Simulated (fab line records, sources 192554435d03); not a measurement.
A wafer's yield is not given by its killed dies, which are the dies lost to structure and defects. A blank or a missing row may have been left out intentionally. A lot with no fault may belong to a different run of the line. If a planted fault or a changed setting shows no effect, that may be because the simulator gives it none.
fab line records + flow n5_finfet
record
- lots=11
- wafers=31
- last_day=18
route steps=1938 shown BEOL_M5@1160
lots with no fault: from the same line, run without faults
start_h: the number of hours between the record's first day and the start of the first shown wafer of the lot + wait_h: hours from the lot's prior step to this one + " as in the row above + L1.1+2: several wafers, shown together as one row + - no value present, or no start provided + * or withheld: withheld + < > ~ a bound
route shown NAME@n: a module of which the file shows steps, and the number in the route of the first + usual: mean/standard deviation taken from wafers without a fault + same: alike in all rows + chamber/n: place in a boat + sites: readings site by site + _std_site: standard deviation across them + _edge_site: outer sites' mean less inner sites' + radius_mm: how far each site lies from the wafer's centre + mask NAME#n: copy n + behind: tool/chamber where the wafer was last shaped + hold: what put the lot on hold/how long, in hours/how the hold closed + device: the n, p or np transistor that did not switch + end of line: tests of these same wafers at the route's end + a step given without rows: its recipe and nothing more + killed: count of dies lost to structure and defects at first sort (not the wafer's yield) + map: a wafer's dies, x killed, . not, _ none there
set.NAME: the setting as run; set.NAME@STEP: as run at that earlier step + model.NAME: the simulator's own value behind a step, which no gauge read
steps of the route over a sample of lots; a table a step, a row a wafer
services: the hour from which a tool's chamber was out of use, counted from the record's first day as start_h (under 0 if before that day), plus the number of hours and why
## steps
# step N5_BEOL_M5_TRENCH_ETCH_37
# recipe
- chemistry=C4F6/O2
- target_depth_a=716.52
- target=SiCOH_lowk
- time_s=24.7
- ion_energy_ev=250
- pressure_mtorr=30
- source_w=345
- bias_w=185
- Ar_flow_sccm=300
- C4F6_flow_sccm=10
- O2_flow_sccm=10
# usual
- drypump_motor_current_A=5.7/0.55
- oes_f_703_au=0.77/0.094
- oes_product_au=0.76/0.094
- rf_vpp_V=657/15
- showerhead_plenum_p_Torr=2.87/0.091
- throttle_valve_pct=20.77/0.25
| lot.wafer | tool        | chamber | start_h | wait_h | drypump_motor_current_A | oes_f_703_au | oes_product_au | rf_hours_counter_h | rf_vpp_V | showerhead_plenum_p_Torr | throttle_valve_pct |
|-----------|-------------|---------|---------|--------|-------------------------|--------------|----------------|--------------------|----------|--------------------------|--------------------|
| L780.4    | rie_diel-02 | 2       | -       | -      | 6.3                     | 0.75         | 0.74           | 182                | 635      | 2.73                     | 20.92              |
| L780.5    | "           | 1       | "       | "      | 5.1                     | 0.69         | 0.71           | -                  | 688      | 2.89                     | 20.49              |
| L780.6    | "           | 0       | "       | "      | 6.4                     | 1.03         | 0.99           | -                  | 661      | 2.89                     | 20.39              |
| L782.2    | rie_diel-06 | 0       | -       | -      | 5.9                     | 0.73         | 0.73           | 197                | 683      | 2.93                     | 21.10              |
| L782.3    | "           | 1       | "       | "      | 5.5                     | 0.81         | 0.83           | 60                 | 656      | 2.88                     | 20.45              |
| L782.4    | "           | 2       | "       | "      | 6.2                     | 0.89         | 0.88           | 33                 | 649      | 2.80                     | 21.10              |
| L785.1    | rie_diel-02 | 0       | -       | -      | 6.4                     | 1.00         | 0.96           | 17                 | 662      | 2.89                     | 20.39              |
| L785.3    | "           | 2       | "       | "      | 6.3                     | 0.75         | 0.73           | 193                | 636      | 2.73                     | 20.95              |
| L785.4    | "           | 1       | "       | "      | 5.1                     | 0.70         | 0.69           | 234                | 687      | 2.89                     | 20.50              |
| L789.5    | rie_diel-06 | 3       | -       | -      | 5.2                     | 0.75         | 0.71           | -                  | 649      | 2.69                     | 20.76              |
| L789.6    | "           | 0       | "       | "      | 5.9                     | 0.72         | 0.72           | -                  | 683      | 2.93                     | 21.10              |
| L788.1    | rie_diel-06 | 2       | -       | -      | 6.2                     | 0.87         | 0.86           | 45                 | 648      | 2.80                     | 21.12              |
| L788.4    | "           | 0       | "       | "      | 5.9                     | 0.72         | 0.70           | 209                | 684      | 2.93                     | 21.10              |
| L788.5    | "           | 1       | "       | "      | 5.4                     | 0.80         | 0.80           | -                  | 655      | 2.88                     | 20.49              |
| L791.1    | rie_diel-04 | 2       | -       | -      | 4.9                     | 0.75         | 0.72           | 218                | 650      | 2.90                     | 20.70              |
| L791.5    | "           | 1       | "       | "      | 6.3                     | 0.71         | 0.70           | -                  | 670      | 2.93                     | 20.61              |
| L793.1    | rie_diel-06 | 0       | -       | -      | 5.9                     | 0.72         | 0.70           | 219                | 683      | 2.92                     | 21.09              |
| L793.5    | "           | 1       | "       | "      | 5.4                     | 0.79         | 0.80           | -                  | 656      | 2.87                     | 20.50              |
| L793.6    | "           | 2       | "       | "      | 6.2                     | 0.86         | 0.86           | -                  | 647      | 2.80                     | 21.14              |
| L796.1    | rie_diel-04 | 3       | -       | -      | 5.9                     | 0.94         | 0.95           | 7                  | 664      | 3.02                     | 20.54              |
| L796.4    | "           | 2       | "       | "      | 4.9                     | 0.74         | 0.69           | 234                | 651      | 2.89                     | 20.73              |
| L796.5    | "           | 2       | "       | "      | 4.9                     | 0.74         | 0.69           | -                  | 650      | 2.89                     | 20.70              |
| L801.1    | rie_diel-04 | 3       | -       | -      | 5.9                     | 0.92         | 0.94           | 13                 | 664      | 3.02                     | 20.55              |
| L801.5    | "           | 0       | "       | "      | 5.3                     | 0.72         | 0.71           | -                  | 640      | 2.94                     | 21.01              |
| L801.6    | "           | 1       | "       | "      | 6.2                     | 0.70         | 0.68           | -                  | 669      | 2.92                     | 20.65              |
| L803.3    | rie_diel-04 | 1       | -       | -      | 6.2                     | 0.69         | 0.68           | 241                | 668      | 2.92                     | 20.66              |
| L803.4    | "           | 3       | "       | "      | 5.9                     | 0.91         | 0.93           | 16                 | 664      | 3.01                     | 20.58              |
| L803.6    | "           | 0       | "       | "      | 5.3                     | 0.71         | 0.71           | -                  | 639      | 2.94                     | 20.99              |
| L802.1    | rie_diel-02 | 0       | -       | -      | 6.4                     | 0.94         | 0.88           | 51                 | 660      | 2.87                     | 20.44              |
| L802.2    | "           | 3       | "       | "      | 6.5                     | 0.65         | 0.67           | 233                | 647      | 2.82                     | 21.05              |
| L802.4    | "           | 1       | "       | "      | 5.1                     | 0.93         | 0.95           | 10                 | 685      | 2.87                     | 20.08              |
# step N5_BEOL_M5_ANNEAL_49
# recipe
- temp_c=400
- time_s=1800
- ambient=vacuum
# usual
- heater_power_w=913/88
| lot.wafer | tool           | chamber | start_h | wait_h | heater_power_w |
|-----------|----------------|---------|---------|--------|----------------|
| L780.4    | pvd_sputter-02 | -       | 175.62  | 0.0    | 767            |
| L780.5    | "              | -       | "       | "      | 925            |
| L780.6    | "              | -       | "       | "      | 730            |
| L782.2    | pvd_sputter-01 | -       | 182.97  | 0.0    | 889            |
| L782.3    | "              | -       | "       | "      | 1030           |
| L782.4    | "              | -       | "       | "      | 851            |
| L785.1    | pvd_sputter-03 | -       | 208.39  | 0.0    | 849            |
| L785.3    | "              | -       | "       | "      | 822            |
| L785.4    | "              | -       | "       | "      | 946            |
| L789.5    | pvd_sputter-03 | -       | 229.19  | 0.5    | 810            |
| L789.6    | "              | -       | "       | "      | 829            |
| L788.1    | pvd_sputter-02 | -       | 229.35  | 0.0    | 908            |
| L788.4    | "              | -       | "       | "      | 1014           |
| L788.5    | "              | -       | "       | "      | 747            |
| L791.1    | pvd_sputter-02 | -       | 241.34  | 0.0    | 922            |
| L791.5    | "              | -       | "       | "      | 1028           |
| L793.1    | pvd_sputter-02 | -       | 260.51  | 0.0    | 1008           |
| L793.5    | "              | -       | "       | "      | 907            |
| L793.6    | "              | -       | "       | "      | 761            |
| L796.1    | pvd_sputter-02 | -       | 293.03  | 0.0    | 921            |
| L796.4    | "              | -       | "       | "      | 777            |
| L796.5    | "              | -       | "       | "      | 895            |
| L801.1    | pvd_sputter-01 | -       | 315.32  | 0.0    | 1036           |
| L801.5    | "              | -       | "       | "      | 849            |
| L801.6    | "              | -       | "       | "      | 896            |
| L803.3    | pvd_sputter-01 | -       | 324.08  | 0.0    | 1038           |
| L803.4    | "              | -       | "       | "      | 1029           |
| L803.6    | "              | -       | "       | "      | 903            |
| L802.1    | pvd_sputter-03 | -       | 326.51  | 0.0    | 910            |
| L802.2    | "              | -       | "       | "      | 825            |
| L802.4    | "              | -       | "       | "      | 827            |
# step N5_BEOL_M5_SPUTTER_81
# recipe
- material=Cu
- target_thk_a=150
- temp_c=-20
- chamber_pressure_pa=0.07
- power_w=withheld
- time_s=27.62
# usual
- chamber_pressure_pa=0.07001/0.00012
- throttle_valve_pct=30.1/0.85
| lot.wafer | tool           | chamber | start_h | wait_h | chamber_pressure_pa | throttle_valve_pct |
|-----------|----------------|---------|---------|--------|---------------------|--------------------|
| L780.4    | pvd_sputter-02 | -       | 179.00  | 2.8    | 0.07014             | 29.9               |
| L780.5    | "              | -       | "       | "      | 0.07001             | 30.1               |
| L780.6    | "              | -       | "       | "      | 0.07009             | 29.9               |
| L782.2    | pvd_sputter-01 | -       | 183.97  | 0.5    | 0.07004             | 28.4               |
| L782.3    | "              | -       | "       | "      | 0.07006             | 30.5               |
| L782.4    | "              | -       | "       | "      | 0.0698              | 28.9               |
| L785.1    | pvd_sputter-03 | -       | 209.40  | 0.5    | 0.06998             | 31.0               |
| L785.3    | "              | -       | "       | "      | 0.07018             | 28.8               |
| L785.4    | "              | -       | "       | "      | 0.07009             | 31.5               |
| L789.5    | pvd_sputter-03 | -       | 229.73  | 0.0    | 0.0698              | 29.4               |
| L789.6    | "              | -       | "       | "      | 0.06998             | 31.1               |
| L788.1    | pvd_sputter-02 | -       | 230.36  | 0.5    | 0.07007             | 30.2               |
| L788.4    | "              | -       | "       | "      | 0.07007             | 29.8               |
| L788.5    | "              | -       | "       | "      | 0.07005             | 29.7               |
| L791.1    | pvd_sputter-02 | -       | 242.35  | 0.5    | 0.07026             | 30.5               |
| L791.5    | "              | -       | "       | "      | 0.07017             | 29.9               |
| L793.1    | pvd_sputter-02 | -       | 261.51  | 0.5    | 0.07009             | 29.9               |
| L793.5    | "              | -       | "       | "      | 0.07305             | 29.4               |
| L793.6    | "              | -       | "       | "      | 0.06992             | 30.1               |
| L796.1    | pvd_sputter-02 | -       | 294.04  | 0.5    | 0.07295             | 29.1               |
| L796.4    | "              | -       | "       | "      | 0.06987             | 29.9               |
| L796.5    | "              | -       | "       | "      | 0.0729              | 29.1               |
| L801.1    | pvd_sputter-01 | -       | 316.32  | 0.5    | 0.06992             | 30.8               |
| L801.5    | "              | -       | "       | "      | 0.0701              | 28.7               |
| L801.6    | "              | -       | "       | "      | 0.07                | 28.5               |
| L803.3    | pvd_sputter-01 | -       | 325.09  | 0.5    | 0.06975             | 30.5               |
| L803.4    | "              | -       | "       | "      | 0.06995             | 30.7               |
| L803.6    | "              | -       | "       | "      | 0.07006             | 28.5               |
| L802.1    | pvd_sputter-03 | -       | 327.52  | 0.5    | 0.06988             | 31.9               |
| L802.2    | "              | -       | "       | "      | 0.07011             | 29.4               |
| L802.4    | "              | -       | "       | "      | 0.07007             | 30.8               |
# step N5_BEOL_M5_CMP_52
# recipe
- stop_on=SiCOH_lowk
- t_overpolish_s=6.9
- down_force_psi=1
- platen_rpm=50
- clearing_platen_down_force_psi=1.5
- clearing_platen_rpm=50
- post_cmp_clean=cu_alkaline
- target_thk_nm=62
- clearing_platen_pad_velocity_m_s=0.99484
- pad_velocity_m_s=0.99484
# usual
- barrier_field_endpoint_s=24.1/0.77
- clearing_platen_down_force_psi=1.500/0.0031
- motor_current_A=6.2/0.73
- overpolish_run_s=6.900/0.0087
- time_to_endpoint_s=61/4.5
| lot.wafer | tool   | chamber | start_h | wait_h | barrier_field_endpoint_s | clearing_platen_down_force_psi | motor_current_A | overpolish_run_s | time_to_endpoint_s |
|-----------|--------|---------|---------|--------|--------------------------|--------------------------------|-----------------|------------------|--------------------|
| L780.4    | cmp-04 | 3       | 183.41  | 0.2    | 25.6                     | 1.502                          | 7.6             | 6.890            | 68                 |
| L780.5    | "      | 3       | "       | "      | 24.8                     | 1.499                          | 7.7             | 6.903            | 65                 |
| L780.6    | "      | 0       | "       | "      | 24.8                     | 1.507                          | 6.1             | 6.916            | 67                 |
| L782.2    | cmp-01 | 0       | 189.15  | 0.5    | 22.9                     | 1.502                          | 5.7             | 6.893            | 54                 |
| L782.4    | "      | 1       | "       | "      | 24.1                     | 1.496                          | 6.5             | 6.907            | 62                 |
| L782.3    | "      | 2       | "       | "      | 24.7                     | 1.503                          | 5.4             | 6.891            | 60                 |
| L785.4    | cmp-04 | 2       | 214.22  | 1.2    | 25.0                     | 1.497                          | 6.9             | 6.904            | 65                 |
| L785.1    | "      | 3       | "       | "      | 25.0                     | 1.502                          | 7.3             | 6.897            | 69                 |
| L785.3    | "      | 0       | "       | "      | 25.9                     | 1.502                          | 6.3             | 6.910            | 70                 |
| L789.5    | cmp-04 | 2       | 233.61  | 0.2    | 24.9                     | 1.493                          | 6.8             | 6.903            | 67                 |
| L789.6    | "      | 3       | "       | "      | 25.3                     | 1.505                          | 7.6             | 6.916            | 65                 |
| L788.1    | cmp-01 | 2       | 234.12  | 0.3    | 23.8                     | 1.501                          | 5.5             | 6.898            | 65                 |
| L788.4    | "      | 3       | "       | "      | 24.3                     | 1.507                          | 6.3             | 6.895            | 63                 |
| L788.5    | "      | 3       | "       | "      | 24.0                     | 1.507                          | 6.4             | 6.901            | 60                 |
| L791.1    | cmp-02 | 0       | 246.18  | 0.3    | 23.5                     | 1.505                          | 7.5             | 6.917            | 56                 |
| L791.5    | "      | 2       | "       | "      | 24.8                     | 1.507                          | 5.1             | 6.901            | 65                 |
| L793.1    | cmp-02 | 0       | 269.46  | 0.3    | 23.4                     | 1.500                          | 7.7             | 6.901            | 58                 |
| L793.5    | "      | 3       | "       | "      | 24.3                     | 1.498                          | 6.5             | 6.902            | 62                 |
| L793.6    | "      | 0       | "       | "      | 23.4                     | 1.501                          | 7.0             | 6.898            | 58                 |
| L796.4    | cmp-01 | 2       | 297.80  | 0.1    | 24.2                     | 1.498                          | 5.7             | 6.912            | 62                 |
| L796.1    | "      | 0       | "       | "      | 21.9                     | 1.500                          | 5.8             | 6.903            | 52                 |
| L796.5    | "      | 2       | "       | "      | 24.4                     | 1.500                          | 5.5             | 6.896            | 61                 |
| L801.1    | cmp-04 | 1       | 321.04  | 1.2    | 22.8                     | 1.498                          | 4.9             | 6.917            | 59                 |
| L801.5    | "      | 0       | "       | "      | 24.5                     | 1.497                          | 6.0             | 6.896            | 68                 |
| L801.6    | "      | 1       | "       | "      | 24.0                     | 1.501                          | 4.9             | 6.895            | 61                 |
| L803.4    | cmp-04 | 1       | 328.85  | 0.1    | 22.7                     | 1.499                          | 5.2             | 6.916            | 57                 |
| L803.3    | "      | 3       | "       | "      | 24.9                     | 1.501                          | 7.4             | 6.893            | 64                 |
| L803.6    | "      | 2       | "       | "      | 23.9                     | 1.501                          | 6.9             | 6.902            | 65                 |
| L802.2    | cmp-04 | 3       | 331.31  | 0.2    | 24.7                     | 1.500                          | 7.2             | 6.903            | 63                 |
| L802.4    | "      | 0       | "       | "      | 25.0                     | 1.499                          | 6.3             | 6.893            | 65                 |
| L802.1    | "      | 1       | "       | "      | 23.2                     | 1.500                          | 5.1             | 6.895            | 57                 |
## services
| tool           | chamber | start_h | hours | kind                           |
|----------------|---------|---------|-------|--------------------------------|
| pvd_sputter-03 | -       | 155.67  | 1.6   | repair                         |
| pvd_sputter-01 | -       | 176.49  | 2.6   | repair                         |
| rie_diel-04    | 3       | 180.80  | 1.6   | repair                         |
| cmp-04         | -       | 184.81  | 5.6   | repair                         |
| cmp-01         | -       | 198.85  | 1.9   | repair                         |
| cmp-02         | -       | 215.11  | 6.7   | pm                             |
| rie_diel-02    | 1       | 222.31  | 5.3   | repair                         |
| cmp-04         | -       | 225.15  | 0.9   | repair                         |
| pvd_sputter-01 | -       | 234.69  | 2.1   | repair                         |
| rie_diel-04    | 3       | 237.79  | -     | clean                          |
| pvd_sputter-01 | -       | 256.70  | 7.0   | repair                         |
| cmp-02         | -       | 262.33  | 4.6   | repair                         |
| cmp-04         | -       | 268.51  | 0.4   | repair                         |
| cmp-02         | -       | 271.08  | 0.4   | repair                         |
| cmp-02         | -       | 275.17  | 2.2   | repair                         |
| cmp-01         | -       | 283.18  | 4.0   | pm                             |
| cmp-01         | -       | 294.16  | 1.1   | repair                         |
| cmp-02         | -       | 304.35  | 20.2  | pm                             |
| cmp-04         | -       | 308.07  | 4.0   | pm                             |
| cmp-04         | -       | 312.07  | -     | consumable_replace:conditioner |
| cmp-04         | -       | 312.07  | -     | consumable_replace:pad         |
| cmp-01         | -       | 314.03  | 2.3   | repair                         |
| cmp-02         | -       | 325.99  | 4.7   | repair                         |
| cmp-01         | -       | 327.65  | 1.2   | repair                         |
## key
first_sign
- step=N5_BEOL_M5_SPUTTER_81
- reading=chamber_pressure_pa
- direction=up
- sigmas=24
- usual=0.07001
- struck=0.07297
effect none on later readings
met_at N5_BEOL_M5_SPUTTER_81
struck_lots L793,L796
struck_wafers L793.5,L796.1,L796.5
not_acting_at N5_BEOL_M5_TRENCH_ETCH_37,N5_BEOL_M5_ANNEAL_49,N5_BEOL_M5_CMP_52
onset_between 230.36 261.51
fault
- kind=process_parameter_drift
- tool=pvd_sputter-02
- chamber=-
- onset_h=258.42
- steps=N5_BEOL_M5_SPUTTER_81
- channel=chamber_pressure_pa
- offset=0.003055
- shape=step
- end_h=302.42
- acts_in=these_recipes_only
- stated=0.07
- scope=struck_wafers_only
